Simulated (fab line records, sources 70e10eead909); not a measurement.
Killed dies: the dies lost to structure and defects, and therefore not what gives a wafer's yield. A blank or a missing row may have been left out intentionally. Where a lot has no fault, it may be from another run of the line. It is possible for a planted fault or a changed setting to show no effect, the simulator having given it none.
Matching of chambers :: flow nandHarc :: rieDiel-03 running NHARC_P_M1_DESCUM_14: 4 sister chambers
The step chemistry O2, time 3 s. 4 wafers are shown with their chamber, then 8 later ones without.

== WAFERS, EACH WITH ITS CHAMBER ==
wafer: L078.1
chamber: 2
drypumpMotorCurrentA (A): 5.3

wafer: L088.1
chamber: 1
drypumpMotorCurrentA (A): 6.0

wafer: L088.6
chamber: 0
drypumpMotorCurrentA (A): 5.8

wafer: L091.2
chamber: 3
drypumpMotorCurrentA (A): 5.6

== WAFERS WHOSE CHAMBER IS MISSING ==
wafer: L091.3
drypumpMotorCurrentA (A): 6.0

wafer: L091.4
drypumpMotorCurrentA (A): 5.8

wafer: L093.3
drypumpMotorCurrentA (A): 6.0

wafer: L093.4
drypumpMotorCurrentA (A): 5.8

wafer: L093.6
drypumpMotorCurrentA (A): 5.5

wafer: L096.1
drypumpMotorCurrentA (A): 5.3

wafer: L096.2
drypumpMotorCurrentA (A): 6.0

wafer: L096.4
drypumpMotorCurrentA (A): 5.8

== EACH ONE'S CHAMBER ==
wafer: L091.3
from the rows above: 1
in truth: 1

wafer: L091.4
from the rows above: 0
in truth: 0

wafer: L093.3
from the rows above: 1
in truth: 1

wafer: L093.4
from the rows above: 0
in truth: 0

wafer: L093.6
from the rows above: 3
in truth: 3

wafer: L096.1
from the rows above: 2
in truth: 2

wafer: L096.2
from the rows above: 1
in truth: 1

wafer: L096.4
from the rows above: 0
in truth: 0
Correctly placed: 8 of 8. Can't be placed from these rows: 0. Number placed wrongly: 0.
How it was worked out, from the rows above alone: a wafer's distance from a chamber is the root of the sum, over the readings, of the square of ((its reading less the chamber's mean) divided by the reading's scatter). The wafer belongs to the nearest chamber; if the next one is less than 2 further off, it can't be placed. For every chamber, the mean is computed from those of its wafers that are shown. The scatter (one wafer shown for each chamber): square how far every hidden wafer sits from the nearest shown wafer, average those squares and take the square root.
